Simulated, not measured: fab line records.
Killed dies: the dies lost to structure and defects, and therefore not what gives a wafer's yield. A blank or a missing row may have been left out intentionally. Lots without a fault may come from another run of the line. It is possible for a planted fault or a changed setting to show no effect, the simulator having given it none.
Matching of chambers | flow n5 finfet | 3 sister chambers for N5_BEOL_M10_CURE_72 on uv cure-03
The step cures SiCOH lowk, time 120 s. 3 wafers are shown with their chamber, then 12 later ones without.

EACH WAFER AND ITS CHAMBER
wafer  | chamber | wafer_temp_C_max
L077.5 | 1       | 371.3
L081.6 | 2       | 371.8
L087.6 | 0       | 371.7

WAFERS WITHOUT THEIR CHAMBER
wafer  | wafer_temp_C_max
L089.2 | 370.4
L089.3 | 370.9
L089.6 | 370.9
L090.1 | 372.2
L090.2 | 371.6
L090.3 | 372.7
L090.4 | 371.8
L090.5 | 371.9
L090.6 | 372.4
L091.1 | 372.1
L091.4 | 371.6
L091.5 | 371.9

WHICH CHAMBER EACH ONE RAN IN
wafer  | from the rows above          | in truth
L089.2 | can't be placed: 1 or 0 or 2 | 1
L089.3 | can't be placed: 1 or 0 or 2 | 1
L089.6 | can't be placed: 1 or 0 or 2 | 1
L090.1 | can't be placed: 2 or 0 or 1 | 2
L090.2 | can't be placed: 0 or 2 or 1 | 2
L090.3 | can't be placed: 2 or 0 or 1 | 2
L090.4 | can't be placed: 2 or 0 or 1 | 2
L090.5 | can't be placed: 2 or 0 or 1 | 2
L090.6 | can't be placed: 2 or 0 or 1 | 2
L091.1 | can't be placed: 2 or 0 or 1 | 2
L091.4 | can't be placed: 0 or 2 or 1 | 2
L091.5 | can't be placed: 2 or 0 or 1 | 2
Placed correctly: 0 of 12. These rows do not allow placing 12 (true chamber among the candidates in 12). 0 placed wrongly.
How it was worked out, from the rows above alone: a wafer's distance from a chamber is the root of the sum, over the readings, of the square of ((its reading less the chamber's mean) divided by the reading's scatter). The wafer belongs to the nearest chamber; if the next one is less than 2 further off, it can't be placed. The mean given for a chamber averages the wafers shown for that chamber. The scatter: root of mean squared gap, hidden wafer to nearest shown wafer, with one shown wafer a chamber.
